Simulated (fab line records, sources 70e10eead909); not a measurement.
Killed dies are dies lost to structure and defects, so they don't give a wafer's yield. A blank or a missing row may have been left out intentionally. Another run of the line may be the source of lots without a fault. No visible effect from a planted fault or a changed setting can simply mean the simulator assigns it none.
Which of the tools did it? / flow nand_harc / 20 lots (60 wafers sampled), 1 step of a 1302-step route

WHAT THE GAUGES SHOWED, per wafer
NHARC_A_ONON_D1_THK_MEAS_02: measures by ellipsometry. Usual: 999 nm for thk_nm, sd 10.
lot=L074; measured=day 7 16:25; on=film_metro-02; thk_nm (nm)=1012 1012 1011; flag=
lot=L075; measured=day 8 01:28; on=film_metro-02; thk_nm (nm)=999 998 1000; flag=
lot=L076; measured=day 8 13:50; on=film_metro-01; thk_nm (nm)=998 1001 1000; flag=
lot=L078; measured=day 9 06:05; on=film_metro-01; thk_nm (nm)=1015 1017 1015; flag=
lot=L077; measured=day 9 06:06; on=film_metro-02; thk_nm (nm)=1014 1013 1012; flag=
lot=L079; measured=day 9 14:26; on=film_metro-01; thk_nm (nm)=997 996 997; flag=
lot=L080; measured=day 10 07:28; on=film_metro-02; thk_nm (nm)=1005 1003 1004; flag=
lot=L081; measured=day 10 15:15; on=film_metro-02; thk_nm (nm)=997 998 996; flag=
lot=L082; measured=day 11 09:34; on=film_metro-01; thk_nm (nm)=1002 1004 1005; flag=
lot=L083; measured=day 11 13:52; on=film_metro-02; thk_nm (nm)=986 986 986; flag=
lot=L084; measured=day 11 17:25; on=film_metro-01; thk_nm (nm)=1001 1002 1001; flag=
lot=L085; measured=day 12 07:30; on=film_metro-01; thk_nm (nm)=1001 1000 1000; flag=
lot=L086; measured=day 12 11:28; on=film_metro-02; thk_nm (nm)=985 984 984; flag=
lot=L089; measured=day 13 18:28; on=film_metro-02; thk_nm (nm)=1007 1008 1007; flag=
lot=L088; measured=day 13 18:30; on=film_metro-01; thk_nm (nm)=983 983 983; flag=
lot=L090; measured=day 14 08:59; on=film_metro-01; thk_nm (nm)=995 997 995; flag=
lot=L092; measured=day 15 09:59; on=film_metro-01; thk_nm (nm)=983 982 984; flag=
lot=L094; measured=day 16 03:01; on=film_metro-01; thk_nm (nm)=996 997 999; flag=
lot=L095; measured=day 16 03:01; on=film_metro-01; thk_nm (nm)=1001 1003 1000; flag=
lot=L097; measured=day 17 16:23; on=film_metro-01; thk_nm (nm)=1000 1000 1001; flag=

TOOL THAT RAN EACH LOT (tool first, then ch and the chambers of the sampled wafers, then the start)
The record holds no process step before these readings.

WHAT THE TOOLS THEMSELVES READ (means of the sampled wafers that have a number; where no wafer has one, the mark that the record gives instead)
The record holds no such reading with a usual standard deviation.

THE ANSWER, worked out from the rows above alone
Rule: lot off if the mean of its wafers having a number is beyond 3 standard deviations from the usual mean. A lot without any number at a reading at which 4 lots or more have one is off too. The other lots that the step has rows for count as sound. First the gauges in route order, then the tools' own readings, where a lot's mean is used as printed above. At the first step where some lot is off, the reading lying furthest off is the one used; lots without a number count as furthest.
None of the lots is off at any reading shown; this tells nothing.

WHAT HAD BEEN PUT IN BY THE SIMULATOR
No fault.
